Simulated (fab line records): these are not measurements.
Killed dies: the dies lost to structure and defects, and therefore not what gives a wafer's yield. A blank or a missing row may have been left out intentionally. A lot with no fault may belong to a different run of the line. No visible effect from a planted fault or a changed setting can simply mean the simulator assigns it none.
Matching of chambers -- flow nandHarc -- NHARC_P_M0_ETCH_34 on rieDiel-04 has 4 sister chambers
The step etches the open film in N2/H2, target depth 40 nm, overetch 12 nm, time 43.94 s. 4 wafers are shown with their chamber, then 8 later ones without.

== WAFERS PAIRED WITH THEIR CHAMBERS ==
wafer,chamber,drypumpMotorCurrentA (A)
L088.2,1,5.6
L091.1,0,5.5
L093.6,3,6.5
L094.2,2,5.2

== WAFERS WITH NO CHAMBER GIVEN ==
wafer,drypumpMotorCurrentA (A)
L094.4,5.5
L094.5,5.4
L096.2,5.2
L096.3,6.6
L096.5,5.2
L097.2,5.6
L097.3,5.2
L097.4,5.4

== CHAMBER TAKEN BY EACH ==
wafer,from the rows above,in truth
L094.4,can't be placed: 0 or 1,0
L094.5,can't be placed: 0 or 1 or 2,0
L096.2,2,2
L096.3,3,3
L096.5,2,2
L097.2,can't be placed: 1 or 0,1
L097.3,2,2
L097.4,can't be placed: 0 or 1 or 2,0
Correctly placed: 4 of 8. Unplaceable from these rows: 4, with the true chamber sitting among the candidates in 4. Number placed wrongly: 0.
How it was worked out, from the rows above alone: a wafer's distance from a chamber is the root of the sum, over the readings, of the square of ((its reading less the chamber's mean) divided by the reading's scatter). If the next closest chamber is less than 2 further off than the closest, the wafer can't be placed; otherwise it belongs to the closest. Each chamber's mean is taken over the wafers shown for it. The scatter: with one shown wafer a chamber, the root of the mean of the squares of how far each hidden wafer lies from its nearest shown one.
